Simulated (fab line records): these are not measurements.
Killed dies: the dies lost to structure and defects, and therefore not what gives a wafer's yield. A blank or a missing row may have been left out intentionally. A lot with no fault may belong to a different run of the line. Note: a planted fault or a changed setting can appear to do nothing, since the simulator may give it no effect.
Chamber matching | flow nand harc | rie diel-06 running NHARC_A_SLIT_DESCUM_14: 4 sister chambers
The step chemistry O2, time 3 s. 4 wafers are shown with their chamber, then 10 later ones without.

== EACH WAFER AND ITS CHAMBER ==
wafer  | chamber | drypump motor current A (A)
L849.3 | 2       | 6.1
L857.2 | 1       | 6.2
L858.1 | 0       | 5.3
L858.2 | 3       | 5.9

== WAFERS WITH NO CHAMBER GIVEN ==
wafer  | drypump motor current A (A)
L858.6 | 6.3
L863.1 | 5.9
L863.3 | 6.2
L863.5 | 6.2
L865.1 | 5.9
L865.3 | 6.2
L865.4 | 5.3
L869.1 | 6.3
L869.2 | 5.3
L869.3 | 5.9

== WHICH CHAMBER EACH WENT THROUGH ==
wafer  | from the rows above | in truth
L858.6 | 1                   | 1
L863.1 | 3                   | 3
L863.3 | 1                   | 1
L863.5 | 1                   | 1
L865.1 | 3                   | 3
L865.3 | 1                   | 1
L865.4 | 0                   | 0
L869.1 | 1                   | 1
L869.2 | 0                   | 0
L869.3 | 3                   | 3
Placed correctly: 10 of 10. Left unplaced by these rows: 0. Wrongly placed: 0.
How it was worked out, from the rows above alone: a wafer's distance from a chamber is the root of the sum, over the readings, of the square of ((its reading less the chamber's mean) divided by the reading's scatter). If the next closest chamber is less than 2 further off than the closest, the wafer can't be placed; otherwise it belongs to the closest. The mean given for a chamber averages the wafers shown for that chamber. The scatter: with one shown wafer a chamber, the root of the mean of the squares of how far each hidden wafer lies from its nearest shown one.
